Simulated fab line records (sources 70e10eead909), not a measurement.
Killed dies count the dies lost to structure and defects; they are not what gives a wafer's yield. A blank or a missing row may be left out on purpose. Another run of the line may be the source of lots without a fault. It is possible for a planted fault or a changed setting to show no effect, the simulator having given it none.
fab line records	flow nand-harc
record: lots: 13	wafers: 39	last-day: 33
route steps=1302 shown A_CONTACT@1005 END@1302
lots untouched by any fault: they come from a run of this same line in which no faults occurred
start-h: hours from the record's opening day to when the first of the lot's shown wafers began	wait-h: how many hours have passed since the lot's step before this one	" identical to the entry in the row above	L1.1+2: a row that stands for several wafers	- value missing, or start not given	* or withheld: withheld	< > ~ a bound
route shown NAME@n: a module of which the file shows steps, and the number in the route of the first	usual: mean/standard deviation taken from wafers without a fault	same: alike in all rows	chamber/n: place in a boat	sites: readings site by site	_std_site: standard deviation of those values	_edge_site: outer sites' mean less inner sites'	radius-mm: how far each site lies from the wafer's centre	mask NAME#n: copy n	behind: the last tool/chamber to shape the wafer	hold: the reason the lot was held/the length of the hold in hours/how it ended	device: which transistor (n, p or np) failed to switch	end of line: at the end of the route, the tests of the same wafers	a step without rows: its recipe alone	killed: dies that structure and defects cost at the first sort, which is not the same as the wafer's yield	map: per-die view of a wafer (x killed, . not killed, _ where there is no die)
set.NAME: the setting the step ran with; set.NAME@STEP: the setting that earlier step ran with	model.NAME: the simulator's own value behind a step, which no gauge read
the route's steps for a sample of lots (tables are steps, rows are wafers)
services: the hour from which a tool's chamber was out of use, counted from the record's first day as start-h (under 0 if before that day), plus the number of hours and why
== steps ==
step: NHARC_A_CONTACT_ETCH_111
recipe: source-w: withheld	pressure-mtorr: 20	bias-v: withheld	time-s: 140	target-depth-a: 7000	ar-flow-sccm: withheld	c4f8-flow-sccm: withheld	o2-flow-sccm: withheld	chemistry: C4F8/O2/Ar
usual: chamber-pressure-mTorr: 20.002/0.018	oes-air-line-au: 1.000/0.021
lot.wafer	tool	chamber	start-h	wait-h	chamber-pressure-mTorr	oes-air-line-au	rf-hours-counter-h
L775.2	har-cap-etch-03	1	495.30	-	20.022	0.975	40
L775.4	"	0	"	"	20.008	0.984	-
L775.5	"	1	"	"	19.992	0.960	-
L776.1	har-cap-etch-01	1	524.46	-	20.002	0.969	0
L776.4	"	1	"	"	19.982	0.978	-
L776.5	"	0	"	"	20.002	1.018	-
L778.1	har-cap-etch-03	0	528.47	-	19.987	0.967	47
L778.3	"	0	"	"	20.031	1.008	-
L778.4	"	1	"	"	20.005	0.996	-
L777.3	har-cap-etch-02	1	534.34	-	19.998	0.989	-
L777.6	"	1	"	"	20.043	0.990	-
L777.5	"	0	"	"	20.005	1.014	-
L779.1	har-cap-etch-02	1	542.87	-	20.000	1.009	93
L779.5	"	1	"	"	20.036	1.069	-
L779.6	"	0	"	"	20.032	1.006	-
L782.1	har-cap-etch-03	1	568.66	-	19.993	1.028	55
L782.3	"	0	"	"	20.016	1.004	-
L782.4	"	1	"	"	20.036	1.012	-
L780.2	har-cap-etch-01	1	568.75	-	19.995	1.020	8
L780.3	"	0	"	"	20.019	1.005	-
L780.6	"	0	"	"	20.025	1.031	-
L791.4	har-cap-etch-02	1	645.05	-	20.008	0.979	-
L791.3	"	0	"	"	20.011	0.971	-
L791.6	"	1	"	"	19.992	1.002	-
L790.1	har-cap-etch-03	0	646.44	-	20.007	0.970	68
L790.3	"	1	"	"	20.020	0.998	-
L790.5	"	0	"	"	19.978	1.007	-
L788.2	har-cap-etch-01	1	647.87	-	19.969	1.024	20
L788.1	"	0	"	"	20.001	0.976	20
L788.4	"	0	"	"	19.992	1.001	-
L795.1	har-cap-etch-03	0	701.25	-	20.012	0.988	78
L795.4	"	0	"	"	19.996	0.939	-
L795.6	"	0	"	"	20.002	0.959	-
L796.4	har-cap-etch-01	1	716.09	-	19.959	0.993	-
L796.6	"	1	"	"	20.016	0.983	-
L796.5	"	0	"	"	20.010	0.976	-
L797.2	har-cap-etch-02	1	724.17	-	20.004	1.029	127
L797.4	"	1	"	"	20.005	0.996	-
L797.6	"	0	"	"	20.002	0.989	-
step: NHARC_A_CONTACT_ETCH_113
recipe: source-w: withheld	pressure-mtorr: 20	bias-v: 3000	time-s: 190	target-depth-a: 18500	ar-flow-sccm: withheld	c4f8-flow-sccm: withheld	o2-flow-sccm: withheld	chemistry: C4F8/O2/Ar
usual: chamber-pressure-mTorr: 20.001/0.015	oes-air-line-au: 1.001/0.021
lot.wafer	tool	chamber	start-h	wait-h	chamber-pressure-mTorr	oes-air-line-au	rf-hours-counter-h
L775.2	har-cap-etch-03	1	495.67	0.1	19.991	1.003	41
L775.4	"	0	"	"	20.005	1.062	-
L775.5	"	1	"	"	19.984	1.007	-
L776.1	har-cap-etch-01	1	524.83	0.1	20.015	1.013	0
L776.4	"	1	"	"	20.000	1.031	-
L776.5	"	0	"	"	19.979	0.997	-
L778.1	har-cap-etch-03	0	528.84	0.1	20.018	1.015	47
L778.3	"	0	"	"	20.011	1.007	-
L778.4	"	1	"	"	19.966	1.002	-
L777.3	har-cap-etch-02	1	534.70	0.1	20.012	1.001	-
L777.6	"	1	"	"	19.983	1.007	-
L777.5	"	0	"	"	20.007	0.985	-
L779.1	har-cap-etch-02	1	543.24	0.1	20.032	0.980	93
L779.5	"	1	"	"	20.011	1.004	-
L779.6	"	0	"	"	19.995	1.012	-
L782.1	har-cap-etch-03	1	569.02	0.1	20.000	0.987	55
L782.3	"	0	"	"	19.982	1.021	-
L782.4	"	1	"	"	20.010	0.999	-
L780.2	har-cap-etch-01	1	569.12	0.1	20.019	0.995	8
L780.3	"	0	"	"	19.999	1.020	-
L780.6	"	0	"	"	20.012	1.002	-
L791.4	har-cap-etch-02	1	645.41	0.1	20.002	0.965	-
L791.3	"	0	"	"	19.974	0.961	-
L791.6	"	1	"	"	20.015	0.999	-
L790.1	har-cap-etch-03	0	646.82	0.1	20.005	0.993	68
L790.3	"	1	"	"	19.982	1.012	-
L790.5	"	0	"	"	20.022	0.985	-
L788.2	har-cap-etch-01	1	648.24	0.1	19.989	1.017	21
L788.1	"	0	"	"	19.988	1.009	21
L788.4	"	0	"	"	20.001	0.971	-
L795.1	har-cap-etch-03	0	701.61	0.1	19.985	0.963	78
L795.4	"	0	"	"	20.004	0.998	-
L795.6	"	0	"	"	19.998	1.014	-
L796.4	har-cap-etch-01	1	716.45	0.1	20.000	1.016	-
L796.6	"	1	"	"	19.998	1.019	-
L796.5	"	0	"	"	19.975	0.981	-
L797.2	har-cap-etch-02	1	724.67	0.2	20.019	0.984	127
L797.4	"	1	"	"	19.999	0.991	-
L797.6	"	0	"	"	20.013	0.967	-
step: NHARC_A_CONTACT_ETCH_116
recipe: source-w: withheld	pressure-mtorr: 20	bias-v: 3000	time-s: 190	target-depth-a: 18500	ar-flow-sccm: withheld	c4f8-flow-sccm: withheld	o2-flow-sccm: withheld	chemistry: C4F8/O2/Ar
usual: chamber-pressure-mTorr: 19.999/0.019	oes-air-line-au: 1.001/0.02
lot.wafer	tool	chamber	start-h	wait-h	chamber-pressure-mTorr	oes-air-line-au	rf-hours-counter-h
L775.2	har-cap-etch-03	1	496.18	0.1	20.012	1.012	41
L775.4	"	0	"	"	19.972	0.980	-
L775.5	"	1	"	"	19.992	1.024	-
L776.1	har-cap-etch-01	1	525.34	0.1	20.017	1.022	1
L776.4	"	1	"	"	19.992	1.012	-
L776.5	"	0	"	"	20.036	1.001	-
L778.1	har-cap-etch-03	0	529.34	0.1	20.007	1.006	48
L778.3	"	0	"	"	20.006	0.971	-
L778.4	"	1	"	"	19.975	1.041	-
L777.3	har-cap-etch-02	1	535.22	0.1	20.004	1.016	-
L777.6	"	1	"	"	19.999	1.018	-
L777.5	"	0	"	"	20.021	0.991	-
L779.1	har-cap-etch-02	1	543.87	0.2	19.999	1.022	94
L779.5	"	1	"	"	19.996	1.018	-
L779.6	"	0	"	"	20.014	0.987	-
L782.1	har-cap-etch-03	1	569.53	0.1	19.963	1.004	56
L782.3	"	0	"	"	20.014	1.038	-
L782.4	"	1	"	"	19.995	1.009	-
L780.2	har-cap-etch-01	1	569.63	0.1	20.001	0.987	9
L780.3	"	0	"	"	19.978	0.985	-
L780.6	"	0	"	"	19.990	1.015	-
L791.4	har-cap-etch-02	1	645.93	0.1	20.008	1.000	-
L791.3	"	0	"	"	20.026	0.978	-
L791.6	"	1	"	"	20.007	1.009	-
L790.1	har-cap-etch-03	0	647.33	0.1	19.991	0.994	69
L790.3	"	1	"	"	20.007	1.004	-
L790.5	"	0	"	"	19.968	0.994	-
L788.2	har-cap-etch-01	1	648.75	0.1	19.973	0.980	21
L788.1	"	0	"	"	20.026	1.011	21
L788.4	"	0	"	"	20.001	1.008	-
L795.1	har-cap-etch-03	0	702.12	0.1	20.016	0.962	78
L795.4	"	0	"	"	19.990	0.990	-
L795.6	"	0	"	"	20.021	0.991	-
L796.4	har-cap-etch-01	1	717.23	0.4	19.995	0.991	-
L796.6	"	1	"	"	20.004	1.020	-
L796.5	"	0	"	"	19.987	0.993	-
L797.2	har-cap-etch-02	1	725.35	0.2	20.007	0.996	128
L797.4	"	1	"	"	20.015	0.981	-
L797.6	"	0	"	"	19.988	0.985	-
step: NHARC_A_CONTACT_ETCH_117
recipe: source-w: withheld	pressure-mtorr: 20	bias-v: 3000	time-s: 190	target-depth-a: 18500	ar-flow-sccm: withheld	c4f8-flow-sccm: withheld	o2-flow-sccm: withheld	chemistry: C4F8/O2/Ar
usual: chamber-pressure-mTorr: 20.001/0.019	oes-air-line-au: 1.000/0.02
lot.wafer	tool	chamber	start-h	wait-h	chamber-pressure-mTorr	oes-air-line-au	rf-hours-counter-h
L775.2	har-cap-etch-03	1	496.35	0.1	19.981	0.995	41
L775.4	"	0	"	"	19.982	1.030	-
L775.5	"	1	"	"	19.985	0.991	-
L776.1	har-cap-etch-01	1	525.52	0.1	19.994	1.012	1
L776.4	"	1	"	"	19.960	0.992	-
L776.5	"	0	"	"	19.985	1.018	-
L778.1	har-cap-etch-03	0	529.51	0.1	19.998	1.003	48
L778.3	"	0	"	"	19.994	0.966	-
L778.4	"	1	"	"	19.999	0.987	-
L777.3	har-cap-etch-02	1	535.39	0.1	19.998	1.001	-
L777.6	"	1	"	"	19.995	1.025	-
L777.5	"	0	"	"	20.022	1.012	-
L779.1	har-cap-etch-02	1	544.09	0.2	19.986	0.981	94
L779.5	"	1	"	"	19.992	0.973	-
L779.6	"	0	"	"	20.006	0.975	-
L782.1	har-cap-etch-03	1	569.70	0.1	19.970	0.975	56
L782.3	"	0	"	"	20.012	0.994	-
L782.4	"	1	"	"	19.988	0.954	-
L780.2	har-cap-etch-01	1	569.80	0.1	19.999	0.978	9
L780.3	"	0	"	"	20.023	0.942	-
L780.6	"	0	"	"	20.028	0.994	-
L791.4	har-cap-etch-02	1	646.10	0.1	-	-	-
L791.3	"	0	"	"	-	-	-
L791.6	"	1	"	"	-	-	-
L790.1	har-cap-etch-03	0	647.50	0.1	-	-	-
L790.3	"	1	"	"	-	-	-
L790.5	"	0	"	"	-	-	-
L788.2	har-cap-etch-01	1	648.92	0.1	-	-	-
L788.1	"	0	"	"	-	-	-
L788.4	"	0	"	"	-	-	-
L795.1	har-cap-etch-03	0	702.29	0.1	19.981	1.027	79
L795.4	"	0	"	"	19.999	1.020	-
L795.6	"	0	"	"	20.024	1.029	-
L796.4	har-cap-etch-01	1	717.40	0.1	20.004	1.006	-
L796.6	"	1	"	"	20.026	1.004	-
L796.5	"	0	"	"	20.023	0.982	-
L797.2	har-cap-etch-02	1	725.58	0.2	20.007	1.035	128
L797.4	"	1	"	"	20.009	1.006	-
L797.6	"	0	"	"	20.012	0.995	-
step: NHARC_END_SORT_01
recipe: temp-c: 25
usual: killed-at-array: 56/18	killed-at-other: 1.4/1.5	killed-at-periphery: 4/3.1	killed-dies: 61/19	killed-open: 3.5/1.8	killed-short: 2.4/1.4
same: gross-dies: 677
lot.wafer	tool	chamber	start-h	wait-h	killed-at-array	killed-at-other	killed-at-periphery	killed-dies	killed-open	killed-short
L776.1	prober-01	0	592.95	2.5	60	2	6	68	3	1
L776.4	prober-01	0	595.32	3.4	54	3	5	62	7	1
L776.5	prober-01	0	596.12	3.7	54	1	8	63	3	2
L778.1	prober-02	0	600.96	2.5	71	1	6	78	3	2
L778.3	prober-02	0	602.53	3.1	58	2	3	63	2	2
L778.4	prober-02	0	603.31	3.4	67	7	4	78	6	1
L791.3	prober-02	0	716.00	3.1	674	2	1	677	5	1
L791.4	prober-02	0	716.80	3.4	670	4	3	677	7	1
L791.6	prober-02	0	718.40	4.0	671	2	4	677	4	2
L790.1	prober-01	0	721.77	2.5	669	1	7	677	1	1
L790.3	prober-01	0	723.37	3.1	672	3	2	677	3	3
L790.5	prober-01	0	724.97	3.7	669	1	7	677	4	0
L788.1	prober-02	0	729.28	2.5	672	1	4	677	2	2
L788.2	prober-02	0	730.06	2.8	673	1	3	677	6	6
L788.4	prober-02	0	731.63	3.3	671	3	3	677	4	1
killed by level:class
L776.1 A_CHANNEL_HOLE_D2:chamber-film-flake=42 P_M2:chamber-film-flake=5 A_CONTACT:chamber-film-flake=4 A_SGD_CUT:chamber-film-flake=3 A_M0:geometric-particle:open=2 A_CHANNEL_HOLE_D1:chamber-film-flake=2 A_WL_FILL:chamber-film-flake=2 A_STAIRCASE:chamber-film-flake=2
L776.4 A_CHANNEL_HOLE_D2:chamber-film-flake=35 A_CONTACT:chamber-film-flake=4 A_ONON_D2:geometric-particle:open=3 A_BONDPAD:chamber-film-flake=3 THIN_TSV:chamber-film-flake=3 P_CONTACT:geometric-particle:open=2 A_M0:geometric-particle:open=2 P_STI:chamber-film-flake=2
L776.5 A_CHANNEL_HOLE_D2:chamber-film-flake=30 P_M2:chamber-film-flake=6 A_CHANNEL_HOLE_D1:chamber-film-flake=6 A_CONTACT:chamber-film-flake=4 A_WL_FILL:chamber-film-flake=3 A_DECK1_JOINT:chamber-film-flake=2 A_SGD_CUT:chamber-film-flake=2 P_CONTACT:geometric-particle:short=1
L778.1 A_CHANNEL_HOLE_D1:chamber-film-flake=33 A_CHANNEL_HOLE_D2:chamber-film-flake=28 P_ZERO_WELL:chamber-film-flake=3 A_CHANNEL_FILL_D2:chamber-film-flake=3 A_WL_FILL:geometric-particle:short=2 P_GATE:geometric-particle:open=1 P_CONTACT:geometric-particle:open=1 A_M1:geometric-particle:open=1
L778.3 A_CHANNEL_HOLE_D1:chamber-film-flake=32 A_CHANNEL_HOLE_D2:chamber-film-flake=16 A_STAIRCASE:chamber-film-flake=3 A_CHANNEL_FILL_D2:chamber-film-flake=3 THIN_TSV:chamber-film-flake=2 P_STI:geometric-particle:short=1 P_M1:geometric-particle:open=1 A_SOURCE_PLATE:geometric-particle:short=1
L778.4 A_CHANNEL_HOLE_D2:chamber-film-flake=29 A_CHANNEL_HOLE_D1:chamber-film-flake=19 THIN_TSV:chamber-film-flake=7 A_STAIRCASE:chamber-film-flake=5 A_DECK1_JOINT:chamber-film-flake=4 A_CHANNEL_FILL_D2:chamber-film-flake=3 P_CONTACT:geometric-particle:open=2 A_ONON_D2:geometric-particle:open=2
L791.3 A_CONTACT:area-etch=618 A_CHANNEL_HOLE_D1:chamber-film-flake=36 A_CONTACT:chamber-film-flake=7 A_SLIT:chamber-film-flake=3 A_STAIRCASE:chamber-film-flake=2 THIN_TSV:chamber-film-flake=2 A_ONON_D1:geometric-particle:open=1 A_CHANNEL_HOLE_D1:geometric-particle:open=1
L791.4 A_CONTACT:area-etch=622 A_CHANNEL_HOLE_D1:chamber-film-flake=30 A_CONTACT:chamber-film-flake=8 THIN_TSV:chamber-film-flake=4 A_STAIRCASE:chamber-film-flake=2 A_SLIT:chamber-film-flake=2 P_GATE:geometric-particle:open=1 P_CONTACT:geometric-particle:open=1
L791.6 A_CONTACT:area-etch=625 A_CHANNEL_HOLE_D1:chamber-film-flake=33 A_SLIT:chamber-film-flake=6 A_CONTACT:chamber-film-flake=3 P_M1:geometric-particle:open=2 THIN_TSV:chamber-film-flake=2 P_CONTACT:geometric-particle:open=1 P_M2:geometric-particle:open=1
L790.1 A_CONTACT:area-etch=615 A_SLIT:chamber-film-flake=28 A_CHANNEL_HOLE_D2:chamber-film-flake=17 P_GATE:chamber-film-flake=5 A_CHANNEL_HOLE_D1:chamber-film-flake=3 A_SGD_CUT:chamber-film-flake=2 A_WL_FILL:chamber-film-flake=2 P_M0:geometric-particle:open=1
L790.3 A_CONTACT:area-etch=604 A_SLIT:chamber-film-flake=31 A_CHANNEL_HOLE_D2:chamber-film-flake=16 A_CHANNEL_HOLE_D1:chamber-film-flake=10 A_CHANNEL_FILL_D2:chamber-film-flake=3 THIN_TSV:chamber-film-flake=2 P_CONTACT:geometric-particle:open=1 A_DECK1_JOINT:geometric-particle:open=1
L790.5 A_CONTACT:area-etch=605 A_SLIT:chamber-film-flake=28 A_CHANNEL_HOLE_D2:chamber-film-flake=18 A_CHANNEL_HOLE_D1:chamber-film-flake=11 P_GATE:chamber-film-flake=6 P_M0:geometric-particle:open=1 A_SOURCE_PLATE:geometric-particle:open=1 A_CHANNEL_FILL_D1:geometric-particle:open=1
L788.1 A_CONTACT:area-etch=622 A_CHANNEL_HOLE_D2:chamber-film-flake=21 A_SLIT:chamber-film-flake=11 A_CHANNEL_HOLE_D1:chamber-film-flake=8 P_GATE:chamber-film-flake=3 A_STAIRCASE:chamber-film-flake=2 A_ONON_D1:geometric-particle:open=1 A_ONON_D2:geometric-particle:short=1
L788.2 A_CONTACT:area-etch=621 A_CHANNEL_HOLE_D2:chamber-film-flake=15 A_CHANNEL_HOLE_D1:chamber-film-flake=11 A_SLIT:chamber-film-flake=10 A_BLC:chamber-film-flake=4 A_WL_FILL:geometric-particle:short=3 A_ONON_D2:geometric-particle:open=2 P_CONTACT:geometric-particle:short=1
L788.4 A_CONTACT:area-etch=623 A_CHANNEL_HOLE_D2:chamber-film-flake=17 A_CHANNEL_HOLE_D1:chamber-film-flake=10 A_SLIT:chamber-film-flake=5 A_CONTACT:chamber-film-flake=5 A_STAIRCASE:chamber-film-flake=3 THIN_TSV:chamber-film-flake=3 A_BLC:chamber-film-flake=2
== services ==
tool	chamber	start-h	hours	kind
har-cap-etch-01	-	497.00	17.0	pm
har-cap-etch-01	0	497.00	17.0	vent-cycle
har-cap-etch-01	1	497.00	17.0	vent-cycle
har-cap-etch-01	0	514.00	-	clean
har-cap-etch-01	1	514.00	-	clean
har-cap-etch-02	-	683.72	0.6	repair
== key ==
first-sign: step: NHARC_A_CONTACT_ETCH_117	reading: tool-record	direction: missing
effect: step: NHARC_END_SORT_01	reading: killed-at-array	direction: up	sigmas: 34	usual: 56	struck: 671
more-kills-born-at: NHARC_A_CONTACT_ETCH_117@har-cap-etch-01: 1866	NHARC_A_CONTACT_ETCH_117@har-cap-etch-02: 1865	NHARC_A_CONTACT_ETCH_117@har-cap-etch-03: 1824
met-at NHARC_A_CONTACT_ETCH_117
struck-lots L788,L790,L791
later-rows-left-out L788.1,L788.2,L788.4,L790.1,L790.3,L790.5,L791.3,L791.4,L791.6
tester-left-out L788,L790,L791
not-acting-at NHARC_A_CONTACT_ETCH_111,NHARC_A_CONTACT_ETCH_113,NHARC_A_CONTACT_ETCH_116
onset-between 569.80 646.10
fault: kind: skipped-step-whole	tool: har-cap-etch-01,har-cap-etch-02,har-cap-etch-03	chamber: -	onset-h: 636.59	steps: NHARC_A_CONTACT_ETCH_117	scope: struck-lots-only
tester-left-out: of these lots the tester's yield and bins aren't shown, on N5 and GAA mostly nor the transistor test; their killed dies are dies lost to structure and defects alone, not to doping, threshold or leakage, so they don't give the yield
later-rows-left-out: the simulator's readings of these wafers behind a module that went badly wrong aren't trusted and aren't shown, but for the sort
